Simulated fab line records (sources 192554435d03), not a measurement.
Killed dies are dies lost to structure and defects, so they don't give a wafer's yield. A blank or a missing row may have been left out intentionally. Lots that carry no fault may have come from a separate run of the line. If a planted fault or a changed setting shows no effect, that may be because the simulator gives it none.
fab line records	flow n5Finfet	part 1 of 2: steps 1 to 20 of 26
record: lots: 5	wafers: 15	lastDay: 17
route steps=1938 shown BEOL_M6@1194
lots that met no fault: from a run of the same line without faults
startH: start of the lot's first displayed wafer, in hours after the record's first day	waitH: hours elapsed since this lot's preceding step	" as in the row above	L1.1+2: a row that stands for several wafers	- no value present, or no start provided	* or withheld: withheld	< > ~ a bound
route shown NAME@n: names a module that has steps shown in the file, with the first one's number in the route	usual: average and standard deviation across the fault-free wafers	same: alike in all rows	chamber/n: place in a boat	sites: per-site readings	_std_site: the standard deviation of these	_edge_site: the outer-site mean with the inner-site mean subtracted	radiusMm: how far each site lies from the wafer's centre	mask NAME#n: copy n	behind: tool/chamber where the wafer was last shaped	hold: why the lot went on hold/how many hours it stayed there/how the hold came to an end	device: which transistor (n, p or np) failed to switch	end of line: tests run on the same wafers once the route is complete	a step with no rows: only its recipe	killed: not the wafer's yield, but the dies lost to structure and defects at the first sort	map: a wafer's dies, x killed, . not, _ none there
set.NAME: setting as actually run; set.NAME@STEP: the setting as run at that earlier step	model.NAME: the simulator's own value behind a step, which no gauge read
lots at selected steps of the route; one table per step, one row per wafer
services: from which hour (startH, from the record's first day; less than 0 if before it) a tool's chamber was out of use, for how many hours, and why
== steps ==
step: N5_BEOL_M6_ILD_DEP_00
recipe: material: SiCOH_lowk	targetThkA: 1797.5	tempC: 300	precursor: DEMS/porogen	pressureTorr: 5	rfW: 500	timeS: 33.4
usual: chamberPressureTorr: 5.000/0.011	heaterPowerW: 299/33	showerheadPlenumPTorr: 5.738/0.013	susceptorTempC: 300.00/0.18	throttleValvePct: 14.0/0.68
lot.wafer	tool	chamber	startH	waitH	chamberPressureTorr	heaterPowerW	showerheadPlenumPTorr	susceptorTempC	throttleValvePct
L079.2	pecvd-03	1	212.59	0.0	4.996	334	5.751	299.99	14.5
L079.3	"	2	"	"	5.020	319	5.746	299.96	14.4
L079.6	"	1	"	"	4.995	349	5.742	299.77	14.7
L088.1	pecvd-02	2	270.20	0.0	5.003	287	5.732	300.12	14.1
L088.4	"	1	"	"	4.987	268	5.725	300.06	13.7
L088.5	"	2	"	"	5.002	297	5.730	300.12	13.9
L087.1	pecvd-03	0	271.73	0.0	5.000	264	5.753	299.92	13.6
L087.3	"	1	"	"	4.999	358	5.751	299.88	14.5
L087.6	"	1	"	"	4.991	359	5.738	300.02	14.7
L095.1	pecvd-02	0	310.31	0.0	5.002	260	5.739	299.87	15.0
L095.2	"	1	"	"	4.995	334	5.745	299.78	13.6
L095.3	"	2	"	"	4.999	322	5.724	300.20	14.2
L094.1	pecvd-03	1	311.09	0.0	5.005	356	5.749	300.09	14.5
L094.2	"	2	"	"	4.998	334	5.735	300.15	12.9
L094.5	"	2	"	"	5.004	339	5.731	300.22	13.1
step: N5_BEOL_M6_CURE_74
recipe: tempC: 385	timeS: 240	ambient: He/Ar	material: SiCOH_lowk
usual: lampPowerPct: 52.31/0.06	wafer_temp_C_max: 386.8/0.56
lot.wafer	tool	chamber	startH	waitH	lampPowerPct	wafer_temp_C_max
L079.2	uvCure-02	0	212.84	0.2	52.27	386.8
L079.3	"	0	"	"	52.43	386.9
L079.6	"	0	"	"	52.37	387.1
L088.1	uvCure-01	1	270.33	0.1	52.32	387.0
L088.4	"	1	"	"	52.21	387.6
L088.5	"	1	"	"	52.28	387.7
L087.1	uvCure-03	2	271.80	0.0	52.36	387.3
L087.3	"	2	"	"	52.32	386.7
L087.6	"	2	"	"	52.31	386.7
L095.1	uvCure-02	2	310.38	0.0	52.40	385.8
L095.2	"	2	"	"	52.27	386.3
L095.3	"	2	"	"	52.31	385.9
L094.1	uvCure-03	2	311.16	0.0	52.34	386.7
L094.2	"	2	"	"	52.28	386.4
L094.5	"	2	"	"	52.15	386.4
step: N5_BEOL_M6_THK_MEAS_01
recipe: reads: SiCOH_lowk_of_BEOL_M6_ILD_DEP_00
usual: M6_ILD_THK: 155.1/2.1
lot.wafer	tool	chamber	startH	waitH	M6_ILD_THK[nm]
L079.2	filmMetro-02	-	213.67	0.7	155.9
L079.3	"	-	"	"	153.8
L079.6	"	-	"	"	157.0
L088.1	filmMetro-01	-	271.32	0.8	154.8
L088.4	"	-	"	"	156.3
L088.5	"	-	"	"	159.2
L087.1	filmMetro-02	-	272.31	0.4	157.2
L087.3	"	-	"	"	158.0
L087.6	"	-	"	"	160.2
L095.1	filmMetro-01	-	310.89	0.4	151.1
L095.2	"	-	"	"	154.0
L095.3	"	-	"	"	153.6
L094.1	filmMetro-02	-	311.67	0.4	154.9
L094.2	"	-	"	"	156.3
L094.5	"	-	"	"	159.6
step: N5_BEOL_M6_PECVD_70
recipe: material: SiO2	targetThkA: 200	tempC: 400	precursor: TEOS/O2	pressureTorr: 5.5	rfW: 450	teosFlowSccm: 53.8	gas: O2	flowSccm: 3000	timeS: 22.7
usual: chamberPressureTorr: 5.499/0.011	heaterPowerW: 693/67	showerheadPlenumPTorr: 8.78/0.052	susceptorTempC: 399.99/0.22	throttleValvePct: 22.3/1.1
lot.wafer	tool	chamber	startH	waitH	chamberPressureTorr	heaterPowerW	showerheadPlenumPTorr	susceptorTempC	throttleValvePct
L079.2	pecvd-04	0	213.71	0.0	5.490	772	8.83	399.81	22.1
L079.3	"	2	"	"	5.502	575	8.72	400.22	20.4
L079.6	"	1	"	"	5.485	602	8.69	400.19	21.3
L088.1	pecvd-03	1	271.36	0.0	5.503	682	8.82	399.76	23.7
L088.4	"	2	"	"	5.488	730	8.79	400.26	20.7
L088.5	"	0	"	"	5.515	702	8.84	400.01	22.3
L087.1	pecvd-02	0	272.35	0.0	5.527	640	8.82	400.05	24.0
L087.3	"	2	"	"	5.494	746	8.73	400.26	22.7
L087.6	"	1	"	"	5.487	718	8.75	399.74	22.4
L095.1	pecvd-03	0	310.93	0.0	5.502	701	8.82	399.97	22.2
L095.2	"	1	"	"	5.502	794	8.82	399.85	23.7
L095.3	"	2	"	"	5.503	711	8.77	399.98	20.9
L094.1	pecvd-03	2	311.71	0.0	5.517	669	8.79	400.25	20.9
L094.2	"	0	"	"	5.498	671	8.85	399.64	22.0
L094.5	"	1	"	"	5.502	791	8.78	399.92	23.5
step: N5_BEOL_M6_HM_DEP_02
recipe: material: TiN	targetThkA: 200	tempC: 25	chamberPressurePa: 0.49996
usual: chamberPressurePa: 0.5001/0.0011	susceptorTempC: 25.00/0.12	throttleValvePct: 29.9/0.87
lot.wafer	tool	chamber	startH	waitH	chamberPressurePa	susceptorTempC	throttleValvePct
L079.2	pvdSputter-01	-	215.12	1.4	0.5014	24.89	29.1
L079.3	"	-	"	"	0.5007	25.06	30.2
L079.6	"	-	"	"	0.5005	25.02	29.7
L088.1	pvdSputter-02	-	273.93	2.5	0.4985	25.09	30.5
L088.4	"	-	"	"	0.5008	25.04	29.6
L088.5	"	-	"	"	0.5005	25.10	29.8
L087.1	pvdSputter-02	-	274.19	1.8	0.5021	24.91	28.8
L087.3	"	-	"	"	0.5012	24.88	30.7
L087.6	"	-	"	"	0.5008	24.92	30.0
L095.1	pvdSputter-01	-	312.12	1.2	0.4997	25.22	28.1
L095.2	"	-	"	"	0.5005	24.94	29.4
L095.3	"	-	"	"	0.4987	24.81	29.9
L094.1	pvdSputter-01	-	313.36	1.6	0.5001	25.00	29.4
L094.2	"	-	"	"	0.5002	25.28	29.4
L094.5	"	-	"	"	0.5005	25.22	29.6
step: N5_BEOL_M6_COAT_59
recipe: resist: SOC	tempC: 250	timeS: 60	spinRpm: 1500	resistThkNm: 100
usual: chillPlateTempC: 23.04/0.11	plateTempC: 250.03/0.17
lot.wafer	tool	chamber	startH	waitH	chillPlateTempC	plateTempC
L079.2	lithoTrack-03	0	215.24	0.1	23.24	249.89
L079.3	"	0	"	"	23.01	250.11
L079.6	"	0	"	"	23.04	249.96
L088.1	lithoTrack-01	0	274.06	0.1	22.94	249.88
L088.4	"	0	"	"	23.11	250.29
L088.5	"	0	"	"	22.89	249.93
L087.1	lithoTrack-03	0	274.32	0.1	23.22	250.15
L087.3	"	0	"	"	23.26	249.85
L087.6	"	0	"	"	23.23	249.90
L095.1	lithoTrack-04	0	312.35	0.1	23.06	250.31
L095.2	"	0	"	"	23.09	250.09
L095.3	"	0	"	"	23.00	250.23
L094.1	lithoTrack-04	0	313.49	0.1	22.99	250.36
L094.2	"	0	"	"	22.88	250.22
L094.5	"	0	"	"	22.93	250.07
step: N5_BEOL_M6_COAT_60
recipe: resist: SiARC	tempC: 220	timeS: 60	spinRpm: 1500	resistThkNm: 35
usual: chillPlateTempC: 23.00/0.1	plateTempC: 220.00/0.17
lot.wafer	tool	chamber	startH	waitH	chillPlateTempC	plateTempC
L079.2	lithoTrack-03	0	-	-	23.03	220.28
L079.3	"	0	"	"	22.90	220.05
L079.6	"	0	"	"	22.97	219.79
L088.1	lithoTrack-01	0	-	-	22.88	219.82
L088.4	"	0	"	"	22.98	219.87
L088.5	"	0	"	"	23.02	220.16
L087.1	lithoTrack-03	0	-	-	23.10	219.92
L087.3	"	0	"	"	22.94	219.83
L087.6	"	0	"	"	23.09	219.74
L095.1	lithoTrack-04	0	-	-	22.96	219.88
L095.2	"	0	"	"	22.96	219.76
L095.3	"	0	"	"	23.25	219.87
L094.1	lithoTrack-04	0	-	-	23.03	220.04
L094.2	"	0	"	"	23.11	219.98
L094.5	"	0	"	"	23.04	220.05
step: N5_BEOL_M6_COAT_05
recipe: resist: CAR-ArF	spinRpm: 1500	resistThkNm: 90
usual: chillPlateTempC: 22.99/0.11
lot.wafer	tool	chamber	startH	waitH	chillPlateTempC
L079.2	lithoTrack-03	0	-	-	23.04
L079.3	"	0	"	"	22.97
L079.6	"	0	"	"	23.12
L088.1	lithoTrack-01	0	-	-	23.04
L088.4	"	0	"	"	23.17
L088.5	"	0	"	"	23.03
L087.1	lithoTrack-03	0	-	-	22.88
L087.3	"	0	"	"	22.97
L087.6	"	0	"	"	22.79
L095.1	lithoTrack-04	0	-	-	22.90
L095.2	"	0	"	"	23.02
L095.3	"	0	"	"	23.12
L094.1	lithoTrack-04	0	-	-	22.84
L094.2	"	0	"	"	22.90
L094.5	"	0	"	"	23.03
step: N5_BEOL_M6_EBR_07
recipe: solvent: PGMEA	ebrWidthMm: 1.5
usual: chillPlateTempC: 22.98/0.11
lot.wafer	tool	chamber	startH	waitH	chillPlateTempC
L079.2	lithoTrack-03	0	-	-	23.00
L079.3	"	0	"	"	22.97
L079.6	"	0	"	"	23.01
L088.1	lithoTrack-01	0	-	-	22.91
L088.4	"	0	"	"	22.85
L088.5	"	0	"	"	22.74
L087.1	lithoTrack-03	0	-	-	22.93
L087.3	"	0	"	"	23.06
L087.6	"	0	"	"	22.87
L095.1	lithoTrack-04	0	-	-	23.11
L095.2	"	0	"	"	23.07
L095.3	"	0	"	"	22.89
L094.1	lithoTrack-04	0	-	-	23.10
L094.2	"	0	"	"	23.17
L094.5	"	0	"	"	23.15
step: N5_BEOL_M6_SOFTBAKE_06
recipe: tempC: 110	timeS: 60	resist: CAR-ArF
usual: chillPlateTempC: 22.98/0.12	plateTempC: 109.98/0.13
lot.wafer	tool	chamber	startH	waitH	chillPlateTempC	plateTempC
L079.2	lithoTrack-03	0	-	-	22.75	109.91
L079.3	"	0	"	"	22.94	109.89
L079.6	"	0	"	"	22.81	109.94
L088.1	lithoTrack-01	0	-	-	22.97	110.04
L088.4	"	0	"	"	23.02	110.12
L088.5	"	0	"	"	23.03	110.02
L087.1	lithoTrack-03	0	-	-	22.99	109.87
L087.3	"	0	"	"	23.16	109.71
L087.6	"	0	"	"	23.03	109.74
L095.1	lithoTrack-04	0	-	-	23.10	109.88
L095.2	"	0	"	"	23.11	109.97
L095.3	"	0	"	"	23.18	110.03
L094.1	lithoTrack-04	0	-	-	22.98	110.12
L094.2	"	0	"	"	22.84	110.00
L094.5	"	0	"	"	22.89	110.04
step: N5_BEOL_M6_EXPOSE_08
recipe: maskId: M6	na: 1.35	sourceShape: dipole	sigmaInner: 0.817	sigmaOuter: 0.97	polarization: te	doseMj: 68.25
lot.wafer	tool	chamber	startH	waitH	mask
L079.2+3+6	arfiScanner-03	0	215.37	-	M6#0
L088.1+4+5	arfiScanner-02	0	274.17	-	M6#0
L087.1+3+6	arfiScanner-03	0	274.56	-	M6#0
L095.1+2+3	arfiScanner-01	0	312.59	-	M6#0
L094.1+2+5	arfiScanner-03	0	313.73	-	M6#0
step: N5_BEOL_M6_PEB_09
recipe: pebTempC: withheld	pebTimeS: 60	resist: CAR-ArF
usual: chillPlateTempC: 23.02/0.11
lot.wafer	tool	chamber	startH	waitH	chillPlateTempC
L079.2	lithoTrack-04	0	215.42	0.0	23.09
L079.3	"	0	"	"	23.12
L079.6	"	0	"	"	23.20
L088.1	lithoTrack-04	0	274.23	0.1	23.12
L088.4	"	0	"	"	23.08
L088.5	"	0	"	"	22.93
L087.1	lithoTrack-04	0	274.62	0.1	22.94
L087.3	"	0	"	"	22.89
L087.6	"	0	"	"	22.80
L095.1	lithoTrack-03	0	312.65	0.1	23.13
L095.2	"	0	"	"	23.24
L095.3	"	0	"	"	23.13
L094.1	lithoTrack-01	0	313.79	0.1	22.98
L094.2	"	0	"	"	22.98
L094.5	"	0	"	"	22.91
step: N5_BEOL_M6_DEVELOP_10
recipe: developTimeS: 30	developer: TMAH	resist: CAR-ArF	rinseLiquid: diw	dry: airSpin	devTempC: 23
usual: chillPlateTempC: 23.00/0.11
lot.wafer	tool	chamber	startH	waitH	chillPlateTempC
L079.2	lithoTrack-04	0	-	-	22.78
L079.3	"	0	"	"	22.78
L079.6	"	0	"	"	22.98
L088.1	lithoTrack-04	0	-	-	23.11
L088.4	"	0	"	"	23.03
L088.5	"	0	"	"	23.06
L087.1	lithoTrack-04	0	-	-	22.96
L087.3	"	0	"	"	23.08
L087.6	"	0	"	"	23.00
L095.1	lithoTrack-03	0	-	-	22.91
L095.2	"	0	"	"	22.91
L095.3	"	0	"	"	23.10
L094.1	lithoTrack-01	0	-	-	22.99
L094.2	"	0	"	"	22.98
L094.5	"	0	"	"	22.95
step: N5_BEOL_M6_CD_MEAS_11
recipe: targetCdNm: 38.5	landingEnergyEv: 500	detector: seInlens	polarity: opening
usual: cdNm: 38.5/0.49
lot.wafer	tool	chamber	startH	waitH	cdNm
L079.2	cdSem-02	0	215.49	-	38.9
L079.3	"	0	"	"	39.7
L079.6	"	0	"	"	38.2
L088.1	cdSem-02	0	274.30	-	37.8
L088.4	"	0	"	"	38.1
L088.5	"	0	"	"	38.2
L087.1	cdSem-02	0	274.69	-	38.4
L087.3	"	0	"	"	38.9
L087.6	"	0	"	"	38.8
L095.1	cdSem-02	0	312.72	-	37.8
L095.2	"	0	"	"	38.6
L095.3	"	0	"	"	38.4
L094.1	cdSem-03	0	313.86	-	39.6
L094.2	"	0	"	"	39.0
L094.5	"	0	"	"	38.8
step: N5_BEOL_M6_OVL_MEAS_12
recipe: pointsPerWafer: 44
usual: M6_OVL: 0.0/0.9
lot.wafer	tool	chamber	startH	waitH	M6_OVL[nm]
L079.2	overlay-01	0	215.52	0.0	0.2
L079.3	"	0	"	"	-1.4
L079.6	"	0	"	"	0.7
L088.1	overlay-01	0	274.33	0.0	-0.6
L088.4	"	0	"	"	-1.0
L088.5	"	0	"	"	-0.4
L087.1	overlay-01	0	274.72	0.0	0.0
L087.3	"	0	"	"	-0.3
L087.6	"	0	"	"	1.0
L095.1	overlay-01	0	312.75	0.0	-0.7
L095.2	"	0	"	"	-0.5
L095.3	"	0	"	"	-0.6
L094.1	overlay-01	0	313.89	0.0	0.9
L094.2	"	0	"	"	1.2
L094.5	"	0	"	"	1.9
step: N5_BEOL_M6_INSPECT_13
recipe: mode: adi	inspectInstrument: brightfield
usual: rawDefectCount: 443/120
lot.wafer	tool	chamber	startH	waitH	rawDefectCount
L079.2	defectInspect-02	-	215.54	0.0	518
L079.3	"	-	"	"	400
L079.6	"	-	"	"	401
L088.1	defectInspect-02	-	274.36	0.0	625
L088.4	"	-	"	"	535
L088.5	"	-	"	"	502
L087.1	defectInspect-02	-	274.74	0.0	571
L087.3	"	-	"	"	698
L087.6	"	-	"	"	355
L095.1	defectInspect-01	-	312.77	0.0	291
L095.2	"	-	"	"	364
L095.3	"	-	"	"	340
L094.1	defectInspect-01	-	313.91	0.0	292
L094.2	"	-	"	"	374
L094.5	"	-	"	"	669
step: N5_BEOL_M6_DESCUM_16
recipe: chemistry: O2	timeS: 7.9	sourcePowerW: 50	biasPowerW: 20	pressureMtorr: 20	rfFrequencyHz: 2.712e+07	tempC: 40	resist: CAR-ArF	o2FlowSccm: 225
usual: drypumpMotorCurrentA: 5.8/0.58	oesProductAu: 0.79/0.092	rfVppV: 243.0/1.4	showerheadPlenumPTorr: 2.08/0.078	throttleValvePct: 20.37/0.28
lot.wafer	tool	chamber	startH	waitH	drypumpMotorCurrentA	oesProductAu	rfHoursCounterH	rfVppV	showerheadPlenumPTorr	throttleValvePct
L079.2	rieDiel-05	3	215.82	0.3	6.7	0.72	217	239.0	1.97	20.58
L079.3	"	1	"	"	5.9	0.83	78	243.9	2.04	20.61
L079.6	"	0	"	"	5.3	0.66	-	243.6	2.16	20.56
L088.1	rieDiel-01	3	274.39	0.0	5.9	0.94	17	243.3	2.12	20.03
L088.4	"	3	"	"	5.9	0.93	-	244.5	2.12	20.02
L088.5	"	1	"	"	5.2	0.70	-	242.6	2.06	20.68
L087.1	rieDiel-01	0	275.07	0.3	6.2	0.90	39	246.4	2.22	19.97
L087.3	"	3	"	"	5.9	0.93	18	243.9	2.12	20.02
L087.6	"	0	"	"	6.2	0.90	-	244.0	2.22	19.97
L095.1	rieDiel-06	1	313.08	0.3	5.8	0.88	37	244.9	2.14	20.23
L095.2	"	3	"	"	4.8	0.72	185	241.1	1.99	20.35
L095.3	"	0	"	"	6.4	0.70	207	241.4	2.00	20.75
L094.1	rieDiel-06	1	314.15	0.2	5.8	0.89	37	243.5	2.14	20.22
L094.2	"	2	"	"	5.3	0.78	111	241.3	2.01	20.14
L094.5	"	0	"	"	6.4	0.71	-	241.9	2.00	20.75
step: N5_BEOL_M6_ETCH_61
recipe: chemistry: CF4	target: SiARC	targetDepthA: 455	maskMaterial: CAR-ArF	timeS: 75.8	ionEnergyEv: 80	pressureMtorr: 40	sourceW: 545	biasW: 36	Ar_flow_sccm: 100	cf4FlowSccm: 100	ends: cleared
usual: drypumpMotorCurrentA: 5.8/0.58	etchRfOnTimeS: 75.8/1.8	mfcArSccm: 100.01/0.29	oesProductAu: 0.68/0.077	rfVppV: 183.9/1.2	showerheadPlenumPTorr: 2.13/0.073	throttleValvePct: 15.55/0.28
lot.wafer	tool	chamber	startH	waitH	drypumpMotorCurrentA	etchRfOnTimeS	mfcArSccm	oesProductAu	rfHoursCounterH	rfVppV	showerheadPlenumPTorr	throttleValvePct
L079.2	rieDiel-05	3	215.86	0.0	6.7	76.4	99.86	0.61	217	183.3	2.03	15.81
L079.3	"	1	"	"	6.0	73.5	100.08	0.71	78	184.0	2.08	15.62
L079.6	"	0	"	"	5.2	78.5	100.08	0.57	-	183.8	2.19	15.74
L088.1	rieDiel-01	3	274.43	0.0	5.9	73.5	100.28	0.80	17	184.8	2.18	15.25
L088.4	"	3	"	"	5.9	73.5	100.15	0.80	-	183.9	2.18	15.25
L088.5	"	1	"	"	5.2	76.2	99.71	0.61	-	182.0	2.11	15.92
L087.1	rieDiel-01	0	275.11	0.0	6.2	74.0	100.05	0.78	39	185.7	2.26	15.15
L087.3	"	3	"	"	5.9	73.6	99.78	0.79	18	185.0	2.18	15.27
L087.6	"	0	"	"	6.2	74.5	99.81	0.77	-	183.6	2.26	15.15
L095.1	rieDiel-06	1	313.12	0.0	5.8	76.6	100.26	0.74	37	185.5	2.17	15.26
L095.2	"	3	"	"	4.8	74.2	99.84	0.63	185	182.2	2.04	15.58
L095.3	"	0	"	"	6.4	76.8	99.71	0.60	207	182.3	2.04	15.89
L094.1	rieDiel-06	1	314.18	0.0	5.8	77.7	99.74	0.74	37	185.1	2.17	15.27
L094.2	"	2	"	"	5.3	77.5	99.94	0.67	111	181.7	2.06	15.33
L094.5	"	0	"	"	6.4	77.3	100.38	0.60	-	182.2	2.04	15.90
step: N5_BEOL_M6_ETCH_62
recipe: chemistry: N2/H2	target: SOC	targetDepthA: 1100	overetchA: 220	maskMaterial: SiARC	tempC: 40	timeS: 165	ionEnergyEv: 200	pressureMtorr: 30	sourceW: 840	biasW: 150	n2FlowSccm: 200	h2FlowSccm: 200
usual: drypumpMotorCurrentA: 5.8/0.58	oesProductAu: 0.67/0.071	rfVppV: 523.6/2.7	showerheadPlenumPTorr: 2.53/0.095	throttleValvePct: 17.82/0.23
lot.wafer	tool	chamber	startH	waitH	drypumpMotorCurrentA	oesProductAu	rfHoursCounterH	rfVppV	showerheadPlenumPTorr	throttleValvePct
L079.2	rieDiel-05	3	215.91	0.0	6.7	0.60	217	519.8	2.40	18.04
L079.3	"	1	"	"	5.9	0.69	78	521.0	2.48	18.02
L079.6	"	0	"	"	5.3	0.58	-	525.7	2.63	18.01
L088.1	rieDiel-01	3	274.48	0.0	5.9	0.78	18	524.4	2.59	17.43
L088.4	"	3	"	"	5.9	0.78	-	524.8	2.59	17.44
L088.5	"	1	"	"	5.3	0.61	-	521.9	2.51	18.09
L087.1	rieDiel-01	0	275.16	0.0	6.2	0.76	40	528.4	2.71	17.60
L087.3	"	3	"	"	5.9	0.78	18	524.8	2.59	17.43
L087.6	"	0	"	"	6.2	0.76	-	529.5	2.71	17.60
L095.1	rieDiel-06	1	313.17	0.0	5.8	0.74	37	525.9	2.60	17.64
L095.2	"	3	"	"	4.8	0.62	185	520.0	2.44	17.94
L095.3	"	0	"	"	6.4	0.60	207	520.9	2.42	18.04
L094.1	rieDiel-06	1	314.24	0.0	5.8	0.74	37	524.6	2.60	17.65
L094.2	"	2	"	"	5.3	0.67	111	520.3	2.46	17.66
L094.5	"	0	"	"	6.4	0.60	-	520.8	2.42	18.05
step: N5_BEOL_M6_STRIP_68
recipe: chemistry: N2/H2	tempC: 40	n2FlowSccm: 200	h2FlowSccm: 200	rfFrequencyHz: 6e+07
lot.wafer	tool	chamber	startH	waitH
L079.2+3+6	rieDiel-05	3,1,0	216.05	0.1
L088.1+4+5	rieDiel-01	3,3,1	274.62	0.1
L087.1+3+6	rieDiel-01	0,3,0	275.30	0.1
L095.1+2+3	rieDiel-06	1,3,0	313.31	0.1
L094.1+2+5	rieDiel-06	1,2,0	314.37	0.1
